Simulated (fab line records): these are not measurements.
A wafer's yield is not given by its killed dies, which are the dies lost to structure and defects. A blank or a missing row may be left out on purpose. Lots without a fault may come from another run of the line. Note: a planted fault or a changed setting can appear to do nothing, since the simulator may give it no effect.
Matching of chambers -- flow nand-harc -- NHARC_P_BONDPAD_ETCH_37 on rie-diel-02: 4 sister chambers
The step etches the open film in N2/H2, target depth 60 nm, overetch 18 nm, time 65.91 s. 16 wafers are shown with their chamber, then 8 later ones without.

## WAFERS PAIRED WITH THEIR CHAMBERS
wafer,chamber,rf-vpp-V (V),drypump-motor-current-A (A),oes-product-au (a.u.)
L074.1,3,433,6.0,1.000
L074.4,2,435,6.1,1.005
L074.5,2,434,6.1,1.008
L075.1,0,426,6.0,0.993
L075.4,1,435,6.0,1.004
L075.5,1,434,6.0,0.988
L078.2,2,434,6.1,1.008
L078.3,1,434,6.1,0.997
L078.4,0,424,6.0,0.997
L084.1,0,427,6.0,0.996
L084.2,1,435,6.0,1.001
L084.6,0,426,6.0,0.998
L087.2,2,435,6.1,1.011
L087.4,1,434,6.0,0.989
L087.5,0,427,6.0,0.996
L090.2,1,435,6.1,0.998

SIGNATURES, as means of the wafers listed above
reading,chamber 0,chamber 1,chamber 2,chamber 3,scatter within a chamber
rf-vpp-V,426.00,434.50,434.50,433.00,0.842
drypump-motor-current-A,6.000,6.033,6.100,6.000,0.0333
oes-product-au,0.99600,0.99617,1.00800,1.00000,0.00446
Rule: a wafer's distance from a chamber is the root of the sum, over the readings, of the square of ((its reading less the chamber's mean) divided by the reading's scatter). The wafer belongs to the nearest chamber; if the next one is less than 2 further off, it can't be placed. The scatter is the square root of a quotient: the sum, over the shown wafers, of each reading's squared deviation from its chamber's mean, divided by wafers minus chambers.

## WAFERS WITHOUT THEIR CHAMBER
wafer,rf-vpp-V (V),drypump-motor-current-A (A),oes-product-au (a.u.)
L090.3,434,6.1,1.006
L090.6,436,6.1,1.009
L095.1,434,5.9,1.005
L095.2,435,6.1,1.002
L095.3,435,6.1,0.998
L097.1,435,6.0,1.023
L097.3,434,5.9,1.005
L097.5,435,6.1,1.000

## WHICH CHAMBER EACH WENT THROUGH
wafer,from the rows above,in truth
L090.3,2,2
L090.6,2,2
L095.1,can't be placed: 3 or 1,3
L095.2,can't be placed: 2 or 1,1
L095.3,can't be placed: 1 or 2 or 3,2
L097.1,can't be placed: 2 or 3 or 1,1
L097.3,can't be placed: 3 or 1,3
L097.5,can't be placed: 2 or 1 or 3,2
Placed correctly: 2 of 8. Can't be placed from these rows: 6 (the true chamber is among the candidates in 6). 0 placed wrongly.
